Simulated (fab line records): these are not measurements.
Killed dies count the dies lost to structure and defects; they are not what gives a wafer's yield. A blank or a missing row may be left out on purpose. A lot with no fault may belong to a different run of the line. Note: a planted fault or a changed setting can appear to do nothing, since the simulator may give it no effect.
Struck lot and sound lot, side by side	flow n5Finfet	14 steps out of a route of 1938
Sound: these wafers, L976.1, L976.3, L976.5. Struck: wafer L972.2. (L972.3 of the same lot was not struck and is left out.) The cause comes at the end.
Per side, at each step with rows, come the tool, then ch with its chambers, and then its first start. Under that, the readings that differ: sound wafers	struck wafers	difference of the means	sigmas: that difference in standard deviations of wafers without a fault.
alike: a reading whose means differ by less than 2 such deviations, as well as words and numbers matching on both sides. not compared: withheld readings; readings where some wafer has no value; bounds like >300 that might hide an equal value; numbers whose values overlap and for which the record gives no deviation.
Wherever a step has rows on one side only, a row that says differs or no value, or a row with sigmas, the two part there. When numbers do not overlap yet have no deviation, they are printed without sigmas and do not part them. A reading missing from all wafers of one side parts the sides only when that side holds two or more wafers.

first, 7 steps without rows for these wafers: N5_BEOL_M14_COAT_22 (resist thk 300 nm); N5_BEOL_M14_EBR_24; N5_BEOL_M14_SOFTBAKE_23 (time 60 s); N5_BEOL_M14_EXPOSE_25 (exposes mask M14, target cd 280 nm); N5_BEOL_M14_PEB_26 (peb time 90 s); N5_BEOL_M14_DEVELOP_27 (develop time 45 s); N5_BEOL_M14_HARDBAKE_32 (time 120 s).
N5_BEOL_M14_CD_MEAS_28: the cd target is 284.4 nm.
  sound on cdSem-03 ch 0, day 16 04:53; struck on cdSem-03 ch 0, day 14 20:59
  alike: cdNm
N5_BEOL_M14_OVL_MEAS_29:
  sound on overlay-02 ch 0, day 16 04:55; struck on overlay-01 ch 0, day 14 21:01
reading	sound	struck	difference	sigmas
M14_OVL (nm)	-10 -9 -14	2	+13	+2
N5_BEOL_M14_INSPECT_30: inspects for defects (macro).
  sound on defectInspect-01, day 16 04:56; struck on defectInspect-02, day 14 21:02
  alike: rawDefectCount
N5_BEOL_M14_DESCUM_33: chemistry O2, time 7.9 s.
  sound on rieDiel-04 ch 1,2,3, day 16 05:23; struck on rieDiel-03 ch 2, day 14 21:50
  alike: drypumpMotorCurrentA, oesProductAu, rfVppV, showerheadPlenumPTorr, throttleValvePct
  not compared: rfHoursCounterH
N5_BEOL_M14_ETCH_67: etches SiARC in CF4, target depth 143 nm, time 238.3 s.
  sound on rieDiel-04 ch 1,2,3, day 16 05:26; struck on rieDiel-03 ch 2, day 14 21:53
  alike: drypumpMotorCurrentA, etchRfOnTimeS, oesProductAu, rfVppV, showerheadPlenumPTorr, throttleValvePct
  not compared: rfHoursCounterH
N5_BEOL_M14_ETCH_68: etches SOC in N2/H2, time 450 s.
  sound on rieDiel-04 ch 1,2,3, day 16 05:34; struck on rieDiel-03 ch 2, day 14 22:01
reading	sound	struck	difference	sigmas
runLengthS (s)	472.2 472.9 473.8	502.6	+29.6	+62
model.SiARC_of_BEOL_M14_COAT_66.thkNm (nm)	64.2 64.8 65.6	62.2	-2.7	
  alike: drypumpMotorCurrentA, oesProductAu, rfVppV, showerheadPlenumPTorr, throttleValvePct
  not compared: rfHoursCounterH
then, 1 step without rows for these wafers: N5_BEOL_M14_STRIP_69 (strips in N2/H2).

== WHERE THEY PART ==
Earliest at N5_BEOL_M14_OVL_MEAS_29; latest, in this record, at N5_BEOL_M14_ETCH_68.

WHY: what had been put in by the simulator
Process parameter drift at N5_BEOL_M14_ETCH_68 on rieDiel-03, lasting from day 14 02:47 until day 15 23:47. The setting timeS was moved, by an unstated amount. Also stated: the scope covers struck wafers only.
